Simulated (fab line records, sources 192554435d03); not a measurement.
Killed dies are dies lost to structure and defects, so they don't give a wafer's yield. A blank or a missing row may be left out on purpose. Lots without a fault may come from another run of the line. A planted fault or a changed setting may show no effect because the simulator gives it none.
Split-lot experiment | flow n5_finfet | 7 lots, 39 wafers read, on a route of 1938 steps

THE SPLIT
At N5_FIN_SAQP_ETCH_69 (etches SOC in N2/H2, stops on SiNx, target depth 150 nm), the setting target_depth_a was moved away from the recipe's 1500 angstrom on 18 of the 39 wafers read, by -12.6% to +5.3%. The other wafers ran this setting at the recipe's value.

The reading is taken at the split's own step.

THE READING
etch.depth_nm (the simulator's own value, which no gauge read), in nm, at N5_FIN_SAQP_ETCH_69 (etches SOC in N2/H2, stops on SiNx, target depth 150 nm). The file gives no usual value for it. The 21 wafers here that ran the recipe average 54.59 nm, standard deviation 0.38 nm.

wafer  | tool, chamber at the split | target_depth_a as run, angstrom | against the recipe | etch.depth_nm, nm | against lot-mates on the recipe
L077.1 | rie_diel-06, 1             | 1500                            | recipe             | 53.81             | -
L077.2 | rie_diel-06, 0             | 1500                            | recipe             | 54.82             | -
L077.3 | rie_diel-06, 2             | 1311                            | -12.6%             | 47.36             | -7.08
L077.4 | rie_diel-06, 3             | 1311                            | -12.6%             | 47.53             | -6.91
L077.5 | rie_diel-06, 1             | 1311                            | -12.6%             | 46.91             | -7.53
L077.6 | rie_diel-06, 0             | 1500                            | recipe             | 54.7              | -
L078.1 | rie_diel-05, 0             | 1500                            | recipe             | 54.54             | -
L078.2 | rie_diel-05, 3             | 1500                            | recipe             | 54.01             | -
L078.3 | rie_diel-05, 2             | 1500                            | recipe             | 55                | -
L078.4 | rie_diel-05, 1             | 1386                            | -7.6%              | 49.88             | -4.64
L078.5 | rie_diel-05, 1             | 1386                            | -7.6%              | 50.07             | -4.45
L078.6 | rie_diel-05, 0             | 1386                            | -7.6%              | 50.51             | -4.01
L091.1 | rie_diel-06, 1             | 1500                            | recipe             | 55                | -
L091.2 | rie_diel-06, 3             | 1500                            | recipe             | 54.72             | -
L091.3 | rie_diel-06, 0             | 1500                            | recipe             | 54.38             | -
L091.4 | rie_diel-06, 2             | 1352                            | -9.9%              | 48.85             | -5.85
L091.5 | rie_diel-06, 1             | 1352                            | -9.9%              | 50.91             | -3.79
L091.6 | rie_diel-06, 2             | 1352                            | -9.9%              | 49.37             | -5.33
L092.1 | rie_diel-03, 1             | 1368                            | -8.8%              | 49.48             | -5.28
L092.2 | rie_diel-03, 2             | 1368                            | -8.8%              | 50.2              | -4.56
L092.3 | rie_diel-03, 0             | 1500                            | recipe             | 55                | -
L092.4 | rie_diel-03, 3             | 1500                            | recipe             | 55                | -
L092.5 | rie_diel-03, 0             | 1368                            | -8.8%              | 49.89             | -4.87
L092.6 | rie_diel-03, 1             | 1500                            | recipe             | 54.28             | -
L093.1 | rie_diel-03, 3             | 1500                            | recipe             | 54.72             | -
L093.2 | rie_diel-03, 2             | 1500                            | recipe             | 54.51             | -
L093.3 | rie_diel-03, 0             | 1500                            | recipe             | 54.19             | -
L093.4 | rie_diel-03, 0             | 1580                            | +5.3%              | 55                | +0.53
L093.5 | rie_diel-03, 2             | 1580                            | +5.3%              | 55                | +0.53
L093.6 | rie_diel-03, 3             | 1580                            | +5.3%              | 55                | +0.53
L094.1 | rie_diel-06, 1             | 1500                            | recipe             | 55                | -
L094.2 | rie_diel-06, 0             | 1500                            | recipe             | 53.88             | -
L094.5 | rie_diel-06, 2             | 1500                            | recipe             | 54.47             | -
L095.1 | rie_diel-03, 3             | 1500                            | recipe             | 55                | -
L095.2 | rie_diel-03, 0             | 1379                            | -8.1%              | 50.05             | -4.77
L095.3 | rie_diel-03, 2             | 1379                            | -8.1%              | 49.96             | -4.86
L095.4 | rie_diel-03, 2             | 1500                            | recipe             | 54.46             | -
L095.5 | rie_diel-03, 0             | 1379                            | -8.1%              | 50.01             | -4.81
L095.6 | rie_diel-03, 3             | 1500                            | recipe             | 55                | -

THE FIT
A straight line over all 39 wafers: etch.depth_nm changes by +0.493 nm for each +1% of target_depth_a; r = +0.96; the points scatter about the line by 0.77 nm.
The same after taking each lot's own level away (the mean of its wafers on the recipe; 39 wafers): +0.498 nm for each +1%; r = +0.96; scatter 0.73 nm.
On that fit, the largest move of target_depth_a shifts the reading by 6.3 nm.
The lots' own levels span 54.443 to 54.820 nm, that is 1.0 times the standard deviation above.
So the lot-to-lot level changes the slope little: the two slopes agree.
Check: with one of the wafers moved furthest among these (-12.6%) left out of the fit, the line predicts -6.61 nm for it against its lot-mates. It came out at -7.08 nm against them.

OTHER SPLITS ON THESE WAFERS
These wafers also went through other splits before the reading. Each is held against what the fit with the lots' levels taken away leaves over:
other split on the same wafers     | wafers away from the commonest value | r with etch.depth_nm (lot level and that fit taken away)
N5_FIN_SAQP_HM_DEP_72 target_thk_a | 12                                   | -0.24
N5_FIN_SAQP_EXPOSE_13 dose_mj      | 9                                    | +0.09

THE WHOLE CHAIN: every reading that the file lists as answering this split, in the file's order
step                | what it does                                            | reading                                                                         | change (the file's fit)               | r (the file's)
N5_FIN_SAQP_ETCH_69 | etches SOC in N2/H2, stops on SiNx, target depth 150 nm | SOC_of_FIN_SAQP_COAT_68.thk_nm (the simulator's own value, which no gauge read) | -0.985 nm for each +1% of the setting | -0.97
N5_FIN_SAQP_ETCH_69 | etches SOC in N2/H2, stops on SiNx, target depth 150 nm | etch.depth_nm (the simulator's own value, which no gauge read)                  | +0.531 nm for each +1% of the setting | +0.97

THE FILE'S OWN FIT
etch.depth_nm changes by +0.531 nm for each +1% of target_depth_a, r = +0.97.
